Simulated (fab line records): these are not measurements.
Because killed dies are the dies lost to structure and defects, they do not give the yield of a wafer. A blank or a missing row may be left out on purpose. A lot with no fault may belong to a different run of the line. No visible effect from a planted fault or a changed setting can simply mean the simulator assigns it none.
Matching of chambers / flow n5-finfet / N5_BEOL_M2_DEP_57 on pecvd-03: 3 sister chambers
The step deposits SiCN from 3MS/NH3, target thk 8 nm, time 14 s. 3 wafers are shown with their chamber, then 7 later ones without.

WAFERS, EACH WITH ITS CHAMBER
wafer=L085.5; chamber=0; throttle-valve-pct (%)=10.6
wafer=L090.1; chamber=1; throttle-valve-pct (%)=9.6
wafer=L090.3; chamber=2; throttle-valve-pct (%)=8.5

WAFERS MISSING THEIR CHAMBER
wafer=L090.6; throttle-valve-pct (%)=8.1
wafer=L091.1; throttle-valve-pct (%)=9.6
wafer=L091.4; throttle-valve-pct (%)=8.2
wafer=L091.6; throttle-valve-pct (%)=9.5
wafer=L097.1; throttle-valve-pct (%)=9.4
wafer=L097.3; throttle-valve-pct (%)=11.2
wafer=L097.4; throttle-valve-pct (%)=9.5

WHICH CHAMBER EACH ONE RAN IN
wafer=L090.6; from the rows above=2; in truth=2
wafer=L091.1; from the rows above=1; in truth=1
wafer=L091.4; from the rows above=2; in truth=2
wafer=L091.6; from the rows above=1; in truth=1
wafer=L097.1; from the rows above=1; in truth=1
wafer=L097.3; from the rows above=0; in truth=0
wafer=L097.4; from the rows above=1; in truth=1
Placed correctly: 7 of 7. Can't be placed from these rows: 0. Placed wrongly: 0.
How it was worked out, from the rows above alone: a wafer's distance from a chamber is the root of the sum, over the readings, of the square of ((its reading less the chamber's mean) divided by the reading's scatter). If the next closest chamber is less than 2 further off than the closest, the wafer can't be placed; otherwise it belongs to the closest. A chamber's mean is the mean of its shown wafers. The scatter: with one shown wafer a chamber, the root of the mean of the squares of how far each hidden wafer lies from its nearest shown one.
